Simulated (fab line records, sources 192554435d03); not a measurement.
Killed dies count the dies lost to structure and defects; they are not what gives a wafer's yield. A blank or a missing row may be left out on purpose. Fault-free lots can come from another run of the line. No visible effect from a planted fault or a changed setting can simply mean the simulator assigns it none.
Split-lot trial / flow n5Finfet / on a route of 1938 steps: 7 lots, 39 wafers read

## ABOUT THE SPLIT
At N5_DUMMY_GATE_ETCH_42 (etches SiO2 in CHF3/O2, target depth 3.5 nm, time 31 s), the setting biasW was moved away from the recipe's 12 W on 15 of the 39 wafers read, by -13.5% to +15.7%. This setting was run at the recipe's value on the other wafers.

The reading comes from the split's own step.

## THE READING
rfVppV, in V, at N5_DUMMY_GATE_ETCH_42 (etches SiO2 in CHF3/O2, target depth 3.5 nm, time 31 s). Fault-free wafers of this fab line usually give 42.5 V, standard deviation 0.81 V.

wafer=L075.1; tool, chamber at the split=rieDiel-02, 1; biasW as run, W=12; against the recipe=recipe; rfVppV, V=41.8; against lot-mates on the recipe=-
wafer=L075.2; tool, chamber at the split=rieDiel-02, 2; biasW as run, W=12; against the recipe=recipe; rfVppV, V=43.7; against lot-mates on the recipe=-
wafer=L075.3; tool, chamber at the split=rieDiel-02, 0; biasW as run, W=12; against the recipe=recipe; rfVppV, V=42.4; against lot-mates on the recipe=-
wafer=L075.4; tool, chamber at the split=rieDiel-02, 3; biasW as run, W=12; against the recipe=recipe; rfVppV, V=42.2; against lot-mates on the recipe=-
wafer=L075.5; tool, chamber at the split=rieDiel-02, 3; biasW as run, W=12; against the recipe=recipe; rfVppV, V=42.1; against lot-mates on the recipe=-
wafer=L075.6; tool, chamber at the split=rieDiel-02, 0; biasW as run, W=12; against the recipe=recipe; rfVppV, V=41.6; against lot-mates on the recipe=-
wafer=L077.1; tool, chamber at the split=rieDiel-02, 2; biasW as run, W=12; against the recipe=recipe; rfVppV, V=42.0; against lot-mates on the recipe=-
wafer=L077.2; tool, chamber at the split=rieDiel-02, 1; biasW as run, W=12; against the recipe=recipe; rfVppV, V=43.1; against lot-mates on the recipe=-
wafer=L077.3; tool, chamber at the split=rieDiel-02, 3; biasW as run, W=13.47; against the recipe=+12.3%; rfVppV, V=45.9; against lot-mates on the recipe=+3.6
wafer=L077.4; tool, chamber at the split=rieDiel-02, 0; biasW as run, W=13.47; against the recipe=+12.3%; rfVppV, V=46.9; against lot-mates on the recipe=+4.6
wafer=L077.5; tool, chamber at the split=rieDiel-02, 1; biasW as run, W=13.47; against the recipe=+12.3%; rfVppV, V=45.9; against lot-mates on the recipe=+3.6
wafer=L077.6; tool, chamber at the split=rieDiel-02, 2; biasW as run, W=12; against the recipe=recipe; rfVppV, V=41.8; against lot-mates on the recipe=-
wafer=L080.1; tool, chamber at the split=rieDiel-04, 2; biasW as run, W=10.96; against the recipe=-8.7%; rfVppV, V=41.5; against lot-mates on the recipe=-0.9
wafer=L080.2; tool, chamber at the split=rieDiel-04, 1; biasW as run, W=10.96; against the recipe=-8.7%; rfVppV, V=39.9; against lot-mates on the recipe=-2.5
wafer=L080.3; tool, chamber at the split=rieDiel-04, 3; biasW as run, W=12; against the recipe=recipe; rfVppV, V=42.4; against lot-mates on the recipe=-
wafer=L080.4; tool, chamber at the split=rieDiel-04, 0; biasW as run, W=12; against the recipe=recipe; rfVppV, V=41.5; against lot-mates on the recipe=-
wafer=L080.5; tool, chamber at the split=rieDiel-04, 1; biasW as run, W=12; against the recipe=recipe; rfVppV, V=43.2; against lot-mates on the recipe=-
wafer=L080.6; tool, chamber at the split=rieDiel-04, 0; biasW as run, W=10.96; against the recipe=-8.7%; rfVppV, V=39.1; against lot-mates on the recipe=-3.3
wafer=L082.1; tool, chamber at the split=rieDiel-02, 1; biasW as run, W=10.38; against the recipe=-13.5%; rfVppV, V=38.7; against lot-mates on the recipe=-4.2
wafer=L082.2; tool, chamber at the split=rieDiel-02, 3; biasW as run, W=12; against the recipe=recipe; rfVppV, V=43.1; against lot-mates on the recipe=-
wafer=L082.3; tool, chamber at the split=rieDiel-02, 0; biasW as run, W=10.38; against the recipe=-13.5%; rfVppV, V=37.8; against lot-mates on the recipe=-5.1
wafer=L082.4; tool, chamber at the split=rieDiel-02, 2; biasW as run, W=12; against the recipe=recipe; rfVppV, V=44.0; against lot-mates on the recipe=-
wafer=L082.5; tool, chamber at the split=rieDiel-02, 0; biasW as run, W=12; against the recipe=recipe; rfVppV, V=41.7; against lot-mates on the recipe=-
wafer=L082.6; tool, chamber at the split=rieDiel-02, 1; biasW as run, W=10.38; against the recipe=-13.5%; rfVppV, V=37.9; against lot-mates on the recipe=-5.0
wafer=L085.1; tool, chamber at the split=rieDiel-02, 0; biasW as run, W=12; against the recipe=recipe; rfVppV, V=42.0; against lot-mates on the recipe=-
wafer=L085.2; tool, chamber at the split=rieDiel-02, 2; biasW as run, W=12; against the recipe=recipe; rfVppV, V=42.9; against lot-mates on the recipe=-
wafer=L085.3; tool, chamber at the split=rieDiel-02, 3; biasW as run, W=12; against the recipe=recipe; rfVppV, V=41.5; against lot-mates on the recipe=-
wafer=L085.4; tool, chamber at the split=rieDiel-02, 1; biasW as run, W=13.67; against the recipe=+13.9%; rfVppV, V=45.9; against lot-mates on the recipe=+3.8
wafer=L085.5; tool, chamber at the split=rieDiel-02, 3; biasW as run, W=13.67; against the recipe=+13.9%; rfVppV, V=47.7; against lot-mates on the recipe=+5.6
wafer=L085.6; tool, chamber at the split=rieDiel-02, 2; biasW as run, W=13.67; against the recipe=+13.9%; rfVppV, V=48.6; against lot-mates on the recipe=+6.5
wafer=L090.1; tool, chamber at the split=rieDiel-02, 1; biasW as run, W=12; against the recipe=recipe; rfVppV, V=41.9; against lot-mates on the recipe=-
wafer=L090.2; tool, chamber at the split=rieDiel-02, 0; biasW as run, W=13.88; against the recipe=+15.7%; rfVppV, V=46.2; against lot-mates on the recipe=+4.2
wafer=L090.3; tool, chamber at the split=rieDiel-02, 3; biasW as run, W=12; against the recipe=recipe; rfVppV, V=42.2; against lot-mates on the recipe=-
wafer=L090.4; tool, chamber at the split=rieDiel-02, 2; biasW as run, W=13.88; against the recipe=+15.7%; rfVppV, V=48.0; against lot-mates on the recipe=+6.0
wafer=L090.5; tool, chamber at the split=rieDiel-02, 1; biasW as run, W=12; against the recipe=recipe; rfVppV, V=42.0; against lot-mates on the recipe=-
wafer=L090.6; tool, chamber at the split=rieDiel-02, 0; biasW as run, W=13.88; against the recipe=+15.7%; rfVppV, V=46.2; against lot-mates on the recipe=+4.2
wafer=L096.1; tool, chamber at the split=rieDiel-02, 3; biasW as run, W=12; against the recipe=recipe; rfVppV, V=41.6; against lot-mates on the recipe=-
wafer=L096.4; tool, chamber at the split=rieDiel-02, 3; biasW as run, W=12; against the recipe=recipe; rfVppV, V=43.2; against lot-mates on the recipe=-
wafer=L096.6; tool, chamber at the split=rieDiel-02, 2; biasW as run, W=12; against the recipe=recipe; rfVppV, V=42.6; against lot-mates on the recipe=-

FIT RESULTS
A straight line over all 39 wafers: rfVppV changes by +0.31 V for each +1% of biasW; r = +0.95; the points scatter about the line by 0.81 V.
The same after taking each lot's own level away (the mean of its wafers on the recipe; 39 wafers): +0.33 V for each +1%; r = +0.96; scatter 0.8 V.
The reading moves by 5.2 V for the largest change in biasW, on that fit.
Across the lots, their own levels run from 42.03 to 42.93 V, a range of 1.1 times the standard deviation given above.
So the lot-to-lot level changes the slope little: the two slopes agree.
Check: +5.33 V against its lot-mates is what the line predicts for one of the wafers moved furthest among these (+15.7%) when that wafer is left out of the fit. It came out at +4.17 V against them.
Tool readings at the split's step, against how far the setting was moved: rfVppV r = +0.95.

## THE OTHER SPLITS THESE WAFERS WENT THROUGH
These wafers also went through other splits before the reading. Each is held against what the fit with the lots' levels taken away leaves over:
other split on the same wafers=N5_FIN_CUT_EXPOSE_05 doseMj; wafers away from the commonest value=15; r with rfVppV (lot level and that fit taken away)=+0.00
other split on the same wafers=N5_FIN_CUT_CUT_ETCH_15 targetDepthA; wafers away from the commonest value=15; r with rfVppV (lot level and that fit taken away)=-0.06

## THE FILE'S OWN FIT
rfVppV changes by +0.331 V for each +1% of biasW, r = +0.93.
